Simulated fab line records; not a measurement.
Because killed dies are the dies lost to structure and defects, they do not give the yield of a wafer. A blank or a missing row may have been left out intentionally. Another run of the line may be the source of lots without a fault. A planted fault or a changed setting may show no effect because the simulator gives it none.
Problem report in the 8D (eight disciplines) form, filled by code | flow nandHarc | the parts of the form that need people (team, actions taken, sign-off) are left out

## 1. PROBLEM STATEMENT
oesProductAu at NHARC_A_WL_FILL_ETCHBACK_17 reads a mean of 0.799 a.u. on 2 wafers of 1 lot; wafers without a fault read 1.003 a.u. with a standard deviation of 0.013. That puts it -16 standard deviations away from the usual mean.
The step: etches the open film in Cl2/BCl3, target depth 4 nm, time 26.7 s.
Seen first at day 16 07:27 on rieMetal-01, wafer L316.1. The record holds 36 wafers of 12 lots with a number at this step. Rule for "out" (also "out of limits"): further than 4 standard deviations from the usual mean. The rest of the wafers with a number are treated as sound.

## 2. WHAT IT IS; WHAT IT IS NOT
question                    | is                | is not
which readings at this step | oesProductAu      | drypumpMotorCurrentA
which lots                  | L316              | L323, L325, L326, L327, L328, L329, L330, L331, L332, L333, L334
which wafers of those lots  | L316.1, L316.6    | L316.4
read on which tools         | rieMetal-01       | rieMetal-02, rieMetal-03
when                        | from day 16 07:27 | up to then (1 sound wafer); but 33 sound wafers of L323, L325, L326, L327, L328, L329, L330, L331, L332, L333, L334 came after

## 3. THE SUSPECTS, EACH WITH WHAT RULES IT OUT
Counting: a tool at a process step up to the reading stays a suspect if it ran every lot that is out. Sound lots after the first of them don't rule it out here, since some wafers of a struck lot are sound.
- pecvd-03 at NHARC_A_SLIT_DEP_23 (deposits SiON, target thk 100 nm): kept. It ran the lot that is out, L316 (day 15 04:30).
- harEtch-02 at NHARC_A_SLIT_ETCH_26 (etches the open film in C4F8/O2/Ar, time 90 s, target depth 400 nm): kept. It ran the lot that is out, L316 (day 15 09:28).
- rieMetal-01 at NHARC_A_WL_FILL_ETCHBACK_17 (etches the open film in Cl2/BCl3, target depth 4 nm, time 26.7 s): kept. It ran the lot that is out, L316 (day 16 07:27). Its own oesProductAu readings are out on those wafers.
- At NHARC_A_SLIT_DEP_23 on pecvd-03, chamber 1 took the sound wafers of the same lots and chamber 0 took the wafers that are out.
- At NHARC_A_SLIT_ETCH_26 on harEtch-02, chamber 1 took the sound wafers of the same lots and chamber 0 took the wafers that are out.
After the count, these remain: pecvd-03 at NHARC_A_SLIT_DEP_23, harEtch-02 at NHARC_A_SLIT_ETCH_26 and rieMetal-01 at NHARC_A_WL_FILL_ETCHBACK_17.

## 4. THE CAUSE (what the simulator had put in)
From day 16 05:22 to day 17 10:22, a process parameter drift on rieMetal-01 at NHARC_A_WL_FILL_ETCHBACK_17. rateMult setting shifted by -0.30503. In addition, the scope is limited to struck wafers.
Counting left 3 suspects, and this tool is among them.

## 5. THE EFFECT CHAIN, in route order
One row per reading whose mean, taken over the struck wafers that have a number, lies over 3 standard deviations from the usual. Only readings whose record carries a usual standard deviation are examined. hours: median over the lots of the time between each lot's start at the first step of this table that gives one and its start at this step. sigmas: the change, counted in usual standard deviations.
hours | step                        | reading      | usual      | on struck wafers | change | sigmas
0     | NHARC_A_WL_FILL_ETCHBACK_17 | oesProductAu | 1.003 a.u. | 0.799            | -0.204 | -16
It contains these process steps:
- NHARC_A_WL_FILL_ETCHBACK_17: etches the open film in Cl2/BCl3, target depth 4 nm, time 26.7 s.

## 6. HOW IT WOULD HAVE BEEN CAUGHT EARLIER
2 hours passed between the start of the fault at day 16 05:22 and the first reading out of limits in this record, taken at day 16 07:27.
